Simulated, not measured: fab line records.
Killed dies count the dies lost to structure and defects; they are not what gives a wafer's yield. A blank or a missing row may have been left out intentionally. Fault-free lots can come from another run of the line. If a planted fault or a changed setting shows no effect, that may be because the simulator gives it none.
Struck lot and sound lot, side by side | flow n5 finfet | 41 steps out of a route of 1938
Sound: the wafers L460.2, L460.3, L460.4. Struck: wafers L469.2, L469.6 (left out: L469.3, a lot-mate that was not struck); the cause follows at the end.
For every step that has rows: the tool of each side, followed by ch and its chambers, followed by its first start. Under that, the readings that differ: sound wafers | struck wafers | difference of the means | sigmas: that difference in standard deviations of wafers without a fault.
alike: readings whose means differ by less than 2 such deviations, and words and numbers that are the same on both sides. not compared: withheld readings, readings that some wafer has no value for, bounds like >300 that may hide the same value, and numbers for which the record gives no deviation and whose values overlap.
The two part at a step that has a row with sigmas, a row that says differs or no value, or rows on one side only. Non-overlapping numbers with no deviation appear without sigmas and do not part them. A reading missing from all wafers of one side parts the sides only when that side holds two or more wafers.

first, 9 steps without rows for these wafers: N5_BEOL_M4_ANNEAL_95 (time 240 s); N5_BEOL_M4_SPUTTER_96 (material Cu, target thk 4.5 nm, time 8.29 s); N5_BEOL_M4_ECD_50 (material Cu, target thk 300 nm); N5_BEOL_M4_ANNEAL_51 (time 90 s); N5_BEOL_M4_CMP_52 (polishes, stops on SiOC, t overpolish 6.8 s, target thk 40 nm); N5_BEOL_M4_PRE_CLEAN_60 (time 15 s); N5_BEOL_M4_CO_CAP_55 (material Co, precursor CCTBA/H2, target thk 2 nm, time 102.1 s); N5_BEOL_M4_PRE_CLEAN_56 (time 15 s); N5_BEOL_M4_DEP_57 (deposits SiCN from 3MS/NH3, target thk 8 nm, time 14 s).
N5_BEOL_M4_RC_MEAS_101:
  sound on prober-01 ch 0, day 9 01:17; struck on prober-02 ch 0, day 11 14:32
  reading       | sound       | struck  | difference | sigmas
  ION_P (uA/um) | 468 468 482 | 454 465 | -13        | -2
  alike: DIBL_N, DIBL_P, IOFF_N, IOFF_P, ION_N, SS_N, SS_P, VT_N, VT_P
then, 24 steps without rows for these wafers: N5_BEOL_M5_ILD_DEP_00 (deposits SiCOH lowk from DEMS/porogen, target thk 140.64 nm, time 25.9 s); N5_BEOL_M5_CURE_79 (cures SiCOH lowk, time 240 s); N5_BEOL_M5_PECVD_70 (deposits SiO2 from TEOS/O2, target thk 16 nm, time 18 s); N5_BEOL_M5_HM_DEP_02 (deposits TiN, target thk 20 nm); N5_BEOL_M5_COAT_59 (time 60 s, resist thk 60 nm); N5_BEOL_M5_COAT_60 (time 60 s, resist thk 12 nm); N5_BEOL_M5_COAT_71 (time 60 s, resist thk 5 nm); N5_BEOL_M5_COAT_05 (resist thk 30 nm); N5_BEOL_M5_EBR_07; N5_BEOL_M5_SOFTBAKE_06 (time 60 s); N5_BEOL_M5_EXPOSE_08 (exposes mask M5, target cd 28 nm); N5_BEOL_M5_PEB_09 (peb time 60 s); N5_BEOL_M5_DEVELOP_10 (develop time 30 s); N5_BEOL_M5_DESCUM_16 (chemistry O2, time 7 s); N5_BEOL_M5_ETCH_72 (etches underlayer in N2/H2, target depth 6.5 nm, time 5.2 s); N5_BEOL_M5_ETCH_61 (etches SiARC in CF4, target depth 15.6 nm, time 26 s); N5_BEOL_M5_ETCH_62 (etches SOC in N2/H2, target depth 75 nm, overetch 15 nm, time 112.5 s); N5_BEOL_M5_STRIP_63 (strips in N2/H2); N5_BEOL_M5_STRIP_73 (strips in N2/H2); N5_BEOL_M5_STRIP_64 (strips in CF4); N5_BEOL_M5_HM_OPEN_17 (chemistry Cl2/BCl3, target TiN, target depth 20 nm, overetch 6 nm); N5_BEOL_M5_STRIP_19 (strips in O2); N5_BEOL_M5_COAT_65 (time 60 s, resist thk 60 nm); N5_BEOL_M5_COAT_66 (time 60 s, resist thk 12 nm).
N5_BEOL_M5_TRENCH_ETCH_37: etches SiCOH lowk in C4F6/O2, target depth 71.652 nm, time 24.7 s.
  sound on rie diel-06 ch 0,1,2, day 9 07:47; struck on rie diel-06 ch 0, day 11 20:00
  reading                                    | sound             | struck      | difference | sigmas
  oes product au (a.u.)                      | 0.71 0.75 0.80    | 1.13 1.12   | +0.37      | +4
  model.etch.depth nm (nm)                   | 69.79 71.31 70.23 | 119.2 120.3 | +49.3      |
  model.BEOL_M5.feature depth nm (nm)        | 69.8 71.4 70.2    | 119.2 120.2 | +49.2      |
  model.TiN_of_BEOL_M5_HM_DEP_02.thk nm (nm) | 17.6 17.4 17.8    | 16.4 16.4   | -1.2       |
  alike: drypump motor current A, rf vpp V, showerhead plenum p Torr, throttle valve pct
  not compared: rf hours counter h
N5_BEOL_M5_ETCH_41: etches SiCN in CH3F/O2, target depth 31.5 nm, time 56.7 s.
  sound: rie diel-06 ch 0,1,2; struck: rie diel-06 ch 0
  reading                  | sound        | struck    | difference | sigmas
  model.BEOL_M5.cd nm (nm) | 28 28.4 28.2 | 28.6 28.8 | +0.5       |
  alike: drypump motor current A, oes product au, rf vpp V, showerhead plenum p Torr, throttle valve pct
  not compared: rf hours counter h
N5_BEOL_M5_OCD_MEAS_38:
  struck on ocd-01, day 11 20:09; sound on ocd-02, day 9 07:56
  reading              | sound          | struck      | difference | sigmas
  trench depth nm (nm) | 69.8 71.5 70.5 | 119.7 120.5 | +49.5      | +45
N5_BEOL_M5_CMP_52: polishes, stops on SiCOH lowk, t overpolish 6.9 s, target thk 62 nm.
  sound on cmp-01 ch 1,2,3, day 9 14:52; struck on cmp-03 ch 0,2, day 12 03:08
  reading                                | sound          | struck      | difference | sigmas
  model.Cu_of_BEOL_M5_ECD_50.thk nm (nm) | 59.4 61.6 60.2 | 109.6 110.4 | +49.6      |
  alike: motor current A, platen rpm
  not compared: pad life wafers
N5_BEOL_M5_THK_MEAS_53: measures by xrf.
  struck on film metro-01, day 12 03:22; sound on film metro-01, day 9 15:11
  reading     | sound          | struck      | difference | sigmas
  M5_THK (nm) | 59.8 62.1 60.5 | 111.4 112.1 | +51.0      | +34
N5_BEOL_M5_RS_MEAS_57: uses a four-point probe to measure.
  struck on film metro-02, day 12 03:37; sound on film metro-01, day 9 15:26
  reading        | sound             | struck      | difference | sigmas
  M5_RS (ohm/sq) | 0.408 0.390 0.401 | 0.199 0.197 | -0.202     | -18
-- the record jumps here: 4 days lie between the struck wafers' starts before and after (it left off in module BEOL_M5 and takes up again in module PASSIVATION, whose first step shown is number 1936 of the route) --
N5_PASSIVATION_PROBE_49:
  the record has rows for the struck wafers here (prober-02, day 15 22:18) and none for the sound ones

## WHERE THEY PART
Last at N5_PASSIVATION_PROBE_49 as far as this record goes, first at N5_BEOL_M4_RC_MEAS_101.

WHY: what had been put in by the simulator
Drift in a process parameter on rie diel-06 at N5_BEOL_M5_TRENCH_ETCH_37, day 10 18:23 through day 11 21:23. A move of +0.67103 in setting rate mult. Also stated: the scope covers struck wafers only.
